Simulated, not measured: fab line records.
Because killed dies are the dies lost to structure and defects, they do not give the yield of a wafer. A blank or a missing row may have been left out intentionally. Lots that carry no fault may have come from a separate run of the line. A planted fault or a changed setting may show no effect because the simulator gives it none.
fab line records    flow n5-finfet
record lots=15  wafers=44  last-day=18
route steps=1938 shown BEOL_M1@832 BEOL_M2@841
lots that met no fault: from a run of the same line without faults
start-h: hours from the record's first day to the start of the lot's first wafer shown    wait-h: hours elapsed since this lot's preceding step    " repeats the value in the row above    L1.1+2: a single row standing in for several wafers    - no value, or no start was given    * or withheld: withheld    < > ~ a bound
route shown NAME@n: NAME is a module with steps in the file, n the number in the route of the first one    usual: average and standard deviation across the fault-free wafers    same: alike in all rows    chamber/n: place in a boat    sites: the reading at each site    _std_site: the values' standard deviation    _edge_site: mean of outer sites minus mean of inner sites    radius-mm: how far each site lies from the wafer's centre    mask NAME#n: copy n    behind: the most recent tool/chamber to have shaped the wafer    hold: why the lot was held/for how many hours/how that ended    device: the transistor (n, p or np) that didn't switch    end of line: the tests these same wafers got at the end of their route    where a step has no rows: the recipe by itself    killed: not the wafer's yield, but the dies lost to structure and defects at the first sort    map: the dies of a wafer, with x for killed, . for not killed, _ for no die there
set.NAME: the setting as run; set.NAME@STEP: as run at that earlier step    model.NAME: the simulator's own value behind a step, which no gauge read
steps of the route over a sample of lots; a table a step, a row a wafer
services: when a tool's chamber went out of use (start-h, in hours from the record's first day, below 0 if earlier), for how many hours, and the reason
## steps
# step N5_BEOL_M1_ANNEAL_51
# recipe temp-c=225  time-s=90  ambient=N2
# usual wafer_temp_C_max=226.11/0.3
lot.wafer  tool           chamber  start-h  wait-h  wafer_temp_C_max
L518.3     rtp-anneal-01  0        137.74   0.1     226.11
L518.4     "              0        "        "       226.17
L518.5     "              0        "        "       226.33
L519.2     rtp-anneal-02  0        148.05   0.1     226.20
L519.3     "              0        "        "       226.45
L519.6     "              0        "        "       226.26
L520.1     rtp-anneal-01  0        153.30   0.1     226.15
L520.3     "              0        "        "       226.13
L520.6     "              0        "        "       226.20
L521.3     rtp-anneal-01  0        161.47   0.1     226.13
L521.4     "              0        "        "       225.55
L521.6     "              0        "        "       226.07
L522.1     rtp-anneal-01  0        175.26   0.1     225.65
L522.4     "              0        "        "       225.80
L522.5     "              0        "        "       225.84
L524.1     rtp-anneal-01  0        183.84   0.1     226.47
L524.2     "              0        "        "       225.48
L524.3     "              0        "        "       225.69
L525.2     rtp-anneal-01  0        188.28   0.1     226.07
L525.3     "              0        "        "       226.31
L525.5     "              0        "        "       226.19
L526.1     rtp-anneal-01  0        198.15   0.1     226.00
L526.3     "              0        "        "       226.23
L526.6     "              0        "        "       225.97
L527.3     rtp-anneal-01  0        206.12   0.1     226.06
L527.4     "              0        "        "       226.22
L527.6     "              0        "        "       226.21
L528.1     rtp-anneal-02  0        206.12   0.1     226.01
L528.4     "              0        "        "       226.68
L528.5     "              0        "        "       226.38
L535.1     rtp-anneal-02  0        236.02   0.2     226.20
L535.2     "              0        "        "       225.98
L535.5     "              0        "        "       226.25
L536.1     rtp-anneal-01  0        265.77   0.4     226.21
L536.2     "              0        "        "       225.98
L536.6     "              0        "        "       225.89
L537.1     rtp-anneal-01  0        268.26   0.1     226.16
L537.3     "              0        "        "       225.85
L538.1     rtp-anneal-02  0        269.53   0.1     225.99
L538.2     "              0        "        "       226.42
L538.3     "              0        "        "       226.18
L539.2     rtp-anneal-01  0        273.57   0.4     225.77
L539.4     "              0        "        "       226.46
L539.6     "              0        "        "       225.77
# step N5_BEOL_M2_ILD_DEP_00
# recipe material=SiOC  target-thk-a=790  temp-c=350  precursor=DEMS/O2  pressure-torr=5  rf-w=500  time-s=15.3
# usual heater-power-w=465/54  showerhead-plenum-p-Torr=5.693/0.015  throttle-valve-pct=12.0/0.54
lot.wafer  tool      chamber  start-h  wait-h  heater-power-w  showerhead-plenum-p-Torr  throttle-valve-pct
L518.3     pecvd-04  0        138.62   0.1     452             5.714                     12.4
L518.4     "         1        "        "       485             5.702                     11.9
L518.5     "         0        "        "       469             5.713                     12.5
L519.2     pecvd-02  2        148.92   0.0     556             5.670                     11.1
L519.3     "         2        "        "       547             5.672                     11.1
L519.6     "         1        "        "       409             5.681                     11.6
L520.1     pecvd-02  2        154.25   0.0     492             5.687                     11.6
L520.3     "         2        "        "       510             5.686                     11.3
L520.6     "         1        "        "       425             5.691                     11.7
L521.3     pecvd-03  1        162.30   0.0     387             5.680                     12.8
L521.4     "         2        "        "       556             5.705                     11.0
L521.6     "         1        "        "       395             5.692                     12.9
L522.1     pecvd-03  0        176.17   0.0     499             5.708                     12.5
L522.4     "         0        "        "       497             5.709                     12.6
L522.5     "         0        "        "       493             5.695                     12.7
L524.1     pecvd-02  2        184.75   0.0     522             5.693                     11.4
L524.2     "         0        "        "       489             5.671                     12.3
L524.3     "         1        "        "       432             5.679                     11.8
L525.2     pecvd-02  1        189.15   0.0     480             5.702                     11.7
L525.3     "         0        "        "       446             5.673                     12.3
L525.5     "         0        "        "       457             5.660                     12.3
L526.1     pecvd-03  0        199.07   0.0     496             5.698                     12.6
L526.3     "         2        "        "       491             5.687                     10.7
L526.6     "         1        "        "       430             5.687                     12.8
L527.3     pecvd-04  0        206.96   0.1     464             5.714                     12.4
L527.4     "         1        "        "       399             5.691                     12.3
L527.6     "         0        "        "       477             5.710                     12.4
L528.1     pecvd-03  2        207.15   0.0     515             5.690                     10.9
L528.4     "         1        "        "       356             5.675                     12.5
L528.5     "         2        "        "       499             5.690                     10.9
L535.1     pecvd-02  0        236.94   0.0     474             5.680                     12.2
L535.2     "         2        "        "       559             5.681                     11.5
L535.5     "         0        "        "       490             5.695                     12.4
L536.1     pecvd-03  1        266.68   0.0     357             5.681                     12.6
L536.2     "         2        "        "       463             5.686                     11.1
L536.6     "         0        "        "       508             5.682                     12.5
L537.1     pecvd-02  0        269.18   0.0     484             5.693                     12.4
L537.3     "         1        "        "       465             5.688                     11.7
L538.1     pecvd-02  2        270.76   0.0     518             5.675                     11.5
L538.2     "         0        "        "       429             5.686                     12.5
L538.3     "         1        "        "       405             5.688                     11.4
L539.2     pecvd-02  0        274.48   0.0     467             5.689                     12.5
L539.4     "         2        "        "       558             5.683                     11.3
L539.6     "         0        "        "       470             5.683                     12.6
# step N5_BEOL_M2_THK_MEAS_01
# recipe reads=SiOC_of_BEOL_M2_ILD_DEP_00
# usual M2_ILD_THK=78.7/1.1
lot.wafer  tool           chamber  start-h  wait-h  M2_ILD_THK[nm]
L518.3     film-metro-02  -        138.69   0.1     78.6
L518.4     "              -        "        "       79.4
L518.5     "              -        "        "       78.8
L519.2     film-metro-02  -        149.00   0.1     78.4
L519.3     "              -        "        "       80.3
L519.6     "              -        "        "       78.7
L520.1     film-metro-02  -        154.34   0.1     79.2
L520.3     "              -        "        "       80.5
L520.6     "              -        "        "       79.6
L521.3     film-metro-02  -        162.37   0.1     78.9
L521.4     "              -        "        "       78.2
L521.6     "              -        "        "       80.1
L522.1     film-metro-02  -        176.26   0.1     79.2
L522.4     "              -        "        "       79.6
L522.5     "              -        "        "       79.1
L524.1     film-metro-01  -        184.82   0.0     78.6
L524.2     "              -        "        "       79.6
L524.3     "              -        "        "       78.5
L525.2     film-metro-02  -        189.22   0.1     78.5
L525.3     "              -        "        "       79.1
L525.5     "              -        "        "       80.6
L526.1     film-metro-01  -        199.13   0.0     78.0
L526.3     "              -        "        "       77.3
L526.6     "              -        "        "       79.8
L527.3     film-metro-01  -        207.03   0.1     78.7
L527.4     "              -        "        "       79.6
L527.6     "              -        "        "       78.3
L528.1     film-metro-02  -        207.21   0.0     77.0
L528.4     "              -        "        "       81.4
L528.5     "              -        "        "       79.0
L535.1     film-metro-01  -        237.01   0.0     78.2
L535.2     "              -        "        "       76.8
L535.5     "              -        "        "       79.3
L536.1     film-metro-02  -        266.75   0.0     78.6
L536.2     "              -        "        "       77.2
L536.6     "              -        "        "       79.9
L537.1     film-metro-01  -        269.25   0.0     78.2
L537.3     "              -        "        "       78.2
L538.1     film-metro-02  -        270.83   0.0     79.0
L538.2     "              -        "        "       78.1
L538.3     "              -        "        "       77.1
L539.2     film-metro-02  -        274.55   0.1     78.5
L539.4     "              -        "        "       80.6
L539.6     "              -        "        "       79.7
# step N5_BEOL_M2_PEB_09
# recipe peb-temp-c=100  peb-time-s=60  resist=CAR-EUV
# usual chill-plate-temp-C=22.99/0.12  exhaust-pa=45.0/0.91  resist-line-temp-C=23.01/0.11
lot.wafer  tool            chamber  start-h  wait-h  chill-plate-temp-C  exhaust-pa  resist-line-temp-C
L518.3     litho-track-01  0        139.11   0.0     22.91               44.8        23.02
L518.4     "               0        "        "       23.08               45.8        22.96
L518.5     "               0        "        "       22.99               45.4        23.08
L519.2     litho-track-05  0        149.73   0.1     22.92               45.7        23.03
L519.3     "               0        "        "       22.69               46.4        23.03
L519.6     "               0        "        "       22.94               45.9        23.00
L520.1     litho-track-05  0        155.57   0.1     22.89               45.7        23.09
L520.3     "               0        "        "       22.84               44.7        23.03
L520.6     "               0        "        "       22.85               44.8        23.07
L521.3     litho-track-01  0        163.34   0.0     23.04               45.0        22.92
L521.4     "               0        "        "       22.91               45.3        22.75
L521.6     "               0        "        "       22.96               44.8        22.71
L522.1     litho-track-01  0        177.36   0.1     22.78               45.2        23.15
L522.4     "               0        "        "       22.94               44.0        23.06
L522.5     "               0        "        "       23.01               44.8        22.96
L524.1     litho-track-05  0        186.03   0.1     22.94               46.3        22.90
L524.2     "               0        "        "       23.23               46.6        23.11
L524.3     "               0        "        "       23.03               44.8        22.95
L525.2     litho-track-05  0        189.93   0.1     23.05               43.7        23.08
L525.3     "               0        "        "       22.94               43.6        23.13
L525.5     "               0        "        "       22.96               44.9        22.96
L526.1     litho-track-04  -        201.91   0.1     -                   -           -
L526.3     "               -        "        "       -                   -           -
L526.6     "               -        "        "       -                   -           -
L527.3     litho-track-05  -        208.36   0.0     -                   -           -
L527.4     "               -        "        "       -                   -           -
L527.6     "               -        "        "       -                   -           -
L528.1     litho-track-01  -        208.40   0.1     -                   -           -
L528.4     "               -        "        "       -                   -           -
L528.5     "               -        "        "       -                   -           -
L535.1     litho-track-05  0        237.79   0.1     22.92               44.3        22.78
L535.2     "               0        "        "       23.03               45.0        22.88
L535.5     "               0        "        "       22.89               44.3        22.83
L536.1     litho-track-04  0        269.37   0.1     23.07               44.2        22.86
L536.2     "               0        "        "       22.98               44.6        23.01
L536.6     "               0        "        "       23.00               44.1        22.96
L537.1     litho-track-05  0        270.13   0.1     23.02               44.6        23.03
L537.3     "               0        "        "       23.19               43.9        23.03
L538.1     litho-track-01  0        273.14   0.1     22.82               46.0        23.05
L538.2     "               0        "        "       22.85               45.3        23.13
L538.3     "               0        "        "       23.10               46.5        22.95
L539.2     litho-track-05  0        276.95   0.1     23.13               44.9        23.07
L539.4     "               0        "        "       23.12               44.8        22.99
L539.6     "               0        "        "       22.93               44.4        23.06
## services
tool            chamber  start-h  hours  kind
litho-track-05  -        121.52   -      consumable-replace:filter
pecvd-04        2        131.19   15.6   repair
pecvd-03        1        143.74   5.5    scheduled-down
pecvd-03        -        146.95   2.8    pm
pecvd-02        0        148.80   5.5    scheduled-down
pecvd-03        0        152.86   5.5    scheduled-down
pecvd-04        2        154.24   4.7    repair
pecvd-03        1        168.05   16.5   scheduled-down
pecvd-04        2        202.38   -      clean
pecvd-04        2        202.38   -      consumable-replace:showerhead
pecvd-04        2        202.38   29.0   scheduled-down
pecvd-04        2        202.38   29.0   vent-cycle
pecvd-02        2        202.45   4.4    repair
litho-track-05  -        205.44   -      consumable-replace:filter
pecvd-02        0        207.75   5.0    scheduled-down
pecvd-04        0        208.94   1.9    repair
pecvd-02        2        210.16   5.3    repair
pecvd-04        1        216.87   14.9   repair
pecvd-04        -        222.72   0.5    repair
pecvd-03        1        236.93   4.2    repair
pecvd-04        1        258.55   5.0    scheduled-down
pecvd-04        -        270.16   2.9    repair
## key
first-sign step=N5_BEOL_M2_PEB_09  reading=tool-record  direction=missing
effect none on later readings
met-at N5_BEOL_M2_PEB_09
struck-lots L526,L527,L528
later-rows-left-out L526.1,L526.3,L526.6,L527.3,L527.4,L527.6,L528.1,L528.4,L528.5
sort-left-out L526.1,L526.3,L526.6,L527.3,L527.4,L527.6,L528.1,L528.4,L528.5
not-acting-at N5_BEOL_M1_ANNEAL_51,N5_BEOL_M2_ILD_DEP_00,N5_BEOL_M2_THK_MEAS_01
onset-between 189.93 201.91
fault kind=skipped-step-whole  tool=litho-track-01,litho-track-04,litho-track-05  chamber=-  onset-h=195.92  steps=N5_BEOL_M2_PEB_09  scope=struck-lots-only
# sort-left-out: the simulated sort isn't trusted on such a fault, so these wafers' sort isn't shown, and their yield isn't known
# later-rows-left-out: the simulator's readings of these wafers behind a module that went badly wrong aren't trusted and aren't shown, but for the sort
